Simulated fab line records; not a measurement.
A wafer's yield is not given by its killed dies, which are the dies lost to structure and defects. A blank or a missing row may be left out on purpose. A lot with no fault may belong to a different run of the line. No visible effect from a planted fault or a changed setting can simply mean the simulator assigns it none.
Chamber matching    flow n5Finfet    rieDiel-01 running N5_DUMMY_GATE_ETCH_42: 4 sister chambers
The step etches SiO2 in CHF3/O2, target depth 3.5 nm, time 31 s. 8 wafers are shown with their chamber, then 9 later ones without.

== WAFERS PAIRED WITH THEIR CHAMBERS ==
wafer   chamber  drypumpMotorCurrentA (A)  showerheadPlenumPTorr (Torr)
L080.6  1        6.6                       2.30
L081.2  2        5.7                       2.38
L088.2  2        5.7                       2.37
L088.4  3        6.6                       2.52
L088.5  3        6.6                       2.52
L091.1  0        5.5                       2.45
L091.5  1        6.6                       2.30
L091.6  0        5.6                       2.45

== WAFERS WHOSE CHAMBER IS MISSING ==
wafer   drypumpMotorCurrentA (A)  showerheadPlenumPTorr (Torr)
L093.1  5.6                       2.45
L093.4  5.7                       2.37
L093.6  5.7                       2.37
L095.3  5.7                       2.37
L095.5  6.6                       2.51
L095.6  5.7                       2.37
L097.1  5.5                       2.45
L097.5  6.6                       2.29
L097.6  5.6                       2.45

== WHICH CHAMBER EACH ONE RAN IN ==
wafer   from the rows above  in truth
L093.1  0                    0
L093.4  2                    2
L093.6  2                    2
L095.3  2                    2
L095.5  3                    3
L095.6  2                    2
L097.1  0                    0
L097.5  1                    1
L097.6  0                    0
9 of 9 placed correctly. From these rows, 0 cannot be placed. Wrongly placed: 0.
How it was worked out, from the rows above alone: a wafer's distance from a chamber is the root of the sum, over the readings, of the square of ((its reading less the chamber's mean) divided by the reading's scatter). The wafer belongs to the nearest chamber; if the next one is less than 2 further off, it can't be placed. Each chamber's mean is taken over the wafers shown for it. The scatter is the square root of a quotient: the sum, over the shown wafers, of each reading's squared deviation from its chamber's mean, divided by wafers minus chambers.
